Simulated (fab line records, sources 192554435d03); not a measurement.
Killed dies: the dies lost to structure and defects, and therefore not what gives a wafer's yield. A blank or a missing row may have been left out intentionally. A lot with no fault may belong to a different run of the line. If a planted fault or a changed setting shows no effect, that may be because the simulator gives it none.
Matching of chambers || flow n5_finfet || N5_FIN_SAQP_ETCH_65 on rie_si-01: 4 sister chambers
The step etches SiO2 in CF4, target depth 4 nm, time 4.4 s. 27 wafers are shown with their chamber, then 12 later ones without.

== EACH WAFER AND ITS CHAMBER ==
{"wafer": "L074.2", "chamber": 2, "throttle_valve_pct (%)": 21.99, "drypump_motor_current_A (A)": 5.9, "oes_product_au (a.u.)": 0.988}
{"wafer": "L074.3", "chamber": 0, "throttle_valve_pct (%)": 22.02, "drypump_motor_current_A (A)": 5.8, "oes_product_au (a.u.)": 1.027}
{"wafer": "L074.4", "chamber": 0, "throttle_valve_pct (%)": 22.02, "drypump_motor_current_A (A)": 5.9, "oes_product_au (a.u.)": 1.014}
{"wafer": "L075.4", "chamber": 0, "throttle_valve_pct (%)": 22.01, "drypump_motor_current_A (A)": 5.8, "oes_product_au (a.u.)": 1.007}
{"wafer": "L075.5", "chamber": 3, "throttle_valve_pct (%)": 21.85, "drypump_motor_current_A (A)": 5.5, "oes_product_au (a.u.)": 0.991}
{"wafer": "L075.6", "chamber": 0, "throttle_valve_pct (%)": 22.01, "drypump_motor_current_A (A)": 5.8, "oes_product_au (a.u.)": 1.006}
{"wafer": "L076.2", "chamber": 2, "throttle_valve_pct (%)": 21.99, "drypump_motor_current_A (A)": 5.9, "oes_product_au (a.u.)": 0.996}
{"wafer": "L076.3", "chamber": 0, "throttle_valve_pct (%)": 22.01, "drypump_motor_current_A (A)": 5.9, "oes_product_au (a.u.)": 1.016}
{"wafer": "L076.6", "chamber": 1, "throttle_valve_pct (%)": 21.59, "drypump_motor_current_A (A)": 5.6, "oes_product_au (a.u.)": 1.021}
{"wafer": "L078.2", "chamber": 2, "throttle_valve_pct (%)": 22.00, "drypump_motor_current_A (A)": 5.9, "oes_product_au (a.u.)": 0.996}
{"wafer": "L078.3", "chamber": 0, "throttle_valve_pct (%)": 22.02, "drypump_motor_current_A (A)": 5.9, "oes_product_au (a.u.)": 1.019}
{"wafer": "L078.4", "chamber": 3, "throttle_valve_pct (%)": 21.83, "drypump_motor_current_A (A)": 5.5, "oes_product_au (a.u.)": 0.992}
{"wafer": "L079.1", "chamber": 3, "throttle_valve_pct (%)": 21.85, "drypump_motor_current_A (A)": 5.5, "oes_product_au (a.u.)": 0.988}
{"wafer": "L079.2", "chamber": 0, "throttle_valve_pct (%)": 22.02, "drypump_motor_current_A (A)": 5.9, "oes_product_au (a.u.)": 1.013}
{"wafer": "L079.6", "chamber": 1, "throttle_valve_pct (%)": 21.58, "drypump_motor_current_A (A)": 5.7, "oes_product_au (a.u.)": 1.015}
{"wafer": "L081.1", "chamber": 2, "throttle_valve_pct (%)": 22.00, "drypump_motor_current_A (A)": 5.9, "oes_product_au (a.u.)": 0.995}
{"wafer": "L081.3", "chamber": 1, "throttle_valve_pct (%)": 21.59, "drypump_motor_current_A (A)": 5.6, "oes_product_au (a.u.)": 1.034}
{"wafer": "L081.6", "chamber": 3, "throttle_valve_pct (%)": 21.85, "drypump_motor_current_A (A)": 5.5, "oes_product_au (a.u.)": 0.982}
{"wafer": "L082.1", "chamber": 0, "throttle_valve_pct (%)": 22.03, "drypump_motor_current_A (A)": 5.9, "oes_product_au (a.u.)": 1.012}
{"wafer": "L082.3", "chamber": 3, "throttle_valve_pct (%)": 21.86, "drypump_motor_current_A (A)": 5.5, "oes_product_au (a.u.)": 0.990}
{"wafer": "L082.4", "chamber": 1, "throttle_valve_pct (%)": 21.60, "drypump_motor_current_A (A)": 5.7, "oes_product_au (a.u.)": 1.017}
{"wafer": "L084.2", "chamber": 3, "throttle_valve_pct (%)": 21.85, "drypump_motor_current_A (A)": 5.5, "oes_product_au (a.u.)": 0.985}
{"wafer": "L084.3", "chamber": 2, "throttle_valve_pct (%)": 21.98, "drypump_motor_current_A (A)": 5.9, "oes_product_au (a.u.)": 0.986}
{"wafer": "L084.6", "chamber": 2, "throttle_valve_pct (%)": 21.98, "drypump_motor_current_A (A)": 5.9, "oes_product_au (a.u.)": 0.994}
{"wafer": "L089.1", "chamber": 2, "throttle_valve_pct (%)": 21.98, "drypump_motor_current_A (A)": 5.9, "oes_product_au (a.u.)": 0.982}
{"wafer": "L089.2", "chamber": 1, "throttle_valve_pct (%)": 21.60, "drypump_motor_current_A (A)": 5.6, "oes_product_au (a.u.)": 1.025}
{"wafer": "L089.3", "chamber": 3, "throttle_valve_pct (%)": 21.84, "drypump_motor_current_A (A)": 5.5, "oes_product_au (a.u.)": 0.977}

SIGNATURES (averages over the wafers above)
{"reading": "throttle_valve_pct", "chamber 0": 22.0175, "chamber 1": 21.5920, "chamber 2": 21.9886, "chamber 3": 21.8471, "scatter within a chamber": 0.00849}
{"reading": "drypump_motor_current_A", "chamber 0": 5.862, "chamber 1": 5.640, "chamber 2": 5.900, "chamber 3": 5.500, "scatter within a chamber": 0.0366}
{"reading": "oes_product_au", "chamber 0": 1.01425, "chamber 1": 1.02240, "chamber 2": 0.99100, "chamber 3": 0.98643, "scatter within a chamber": 0.00629}
Rule: for a wafer and a chamber, the distance is found by dividing, reading by reading, the gap between the wafer's reading and the chamber's mean by the reading's scatter, squaring, summing and taking the root. The wafer belongs to the nearest chamber; if the next one is less than 2 further off, it can't be placed. The scatter is the square root of a quotient: the sum, over the shown wafers, of each reading's squared deviation from its chamber's mean, divided by wafers minus chambers.

== WAFERS WITHOUT THEIR CHAMBER ==
{"wafer": "L090.1", "throttle_valve_pct (%)": 21.58, "drypump_motor_current_A (A)": 5.7, "oes_product_au (a.u.)": 1.019}
{"wafer": "L090.3", "throttle_valve_pct (%)": 21.99, "drypump_motor_current_A (A)": 5.9, "oes_product_au (a.u.)": 0.989}
{"wafer": "L090.5", "throttle_valve_pct (%)": 21.84, "drypump_motor_current_A (A)": 5.5, "oes_product_au (a.u.)": 0.976}
{"wafer": "L093.2", "throttle_valve_pct (%)": 21.85, "drypump_motor_current_A (A)": 5.5, "oes_product_au (a.u.)": 0.978}
{"wafer": "L093.3", "throttle_valve_pct (%)": 21.58, "drypump_motor_current_A (A)": 5.7, "oes_product_au (a.u.)": 1.012}
{"wafer": "L093.4", "throttle_valve_pct (%)": 22.03, "drypump_motor_current_A (A)": 5.8, "oes_product_au (a.u.)": 1.017}
{"wafer": "L096.4", "throttle_valve_pct (%)": 21.60, "drypump_motor_current_A (A)": 5.7, "oes_product_au (a.u.)": 1.024}
{"wafer": "L096.5", "throttle_valve_pct (%)": 21.59, "drypump_motor_current_A (A)": 5.7, "oes_product_au (a.u.)": 1.016}
{"wafer": "L096.6", "throttle_valve_pct (%)": 21.99, "drypump_motor_current_A (A)": 5.9, "oes_product_au (a.u.)": 1.004}
{"wafer": "L097.2", "throttle_valve_pct (%)": 21.97, "drypump_motor_current_A (A)": 5.9, "oes_product_au (a.u.)": 0.988}
{"wafer": "L097.4", "throttle_valve_pct (%)": 21.60, "drypump_motor_current_A (A)": 5.7, "oes_product_au (a.u.)": 1.013}
{"wafer": "L097.6", "throttle_valve_pct (%)": 22.02, "drypump_motor_current_A (A)": 5.9, "oes_product_au (a.u.)": 1.013}

== EACH ONE'S CHAMBER ==
{"wafer": "L090.1", "from the rows above": 1, "in truth": 1}
{"wafer": "L090.3", "from the rows above": 2, "in truth": 2}
{"wafer": "L090.5", "from the rows above": 3, "in truth": 3}
{"wafer": "L093.2", "from the rows above": 3, "in truth": 3}
{"wafer": "L093.3", "from the rows above": 1, "in truth": 1}
{"wafer": "L093.4", "from the rows above": 0, "in truth": 0}
{"wafer": "L096.4", "from the rows above": 1, "in truth": 1}
{"wafer": "L096.5", "from the rows above": 1, "in truth": 1}
{"wafer": "L096.6", "from the rows above": "can't be placed: 2 or 0", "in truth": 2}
{"wafer": "L097.2", "from the rows above": 2, "in truth": 2}
{"wafer": "L097.4", "from the rows above": 1, "in truth": 1}
{"wafer": "L097.6", "from the rows above": 0, "in truth": 0}
Placed correctly: 11 of 12. Not placeable from these rows: 1 (in 1, the candidates include the true chamber). Number placed wrongly: 0.
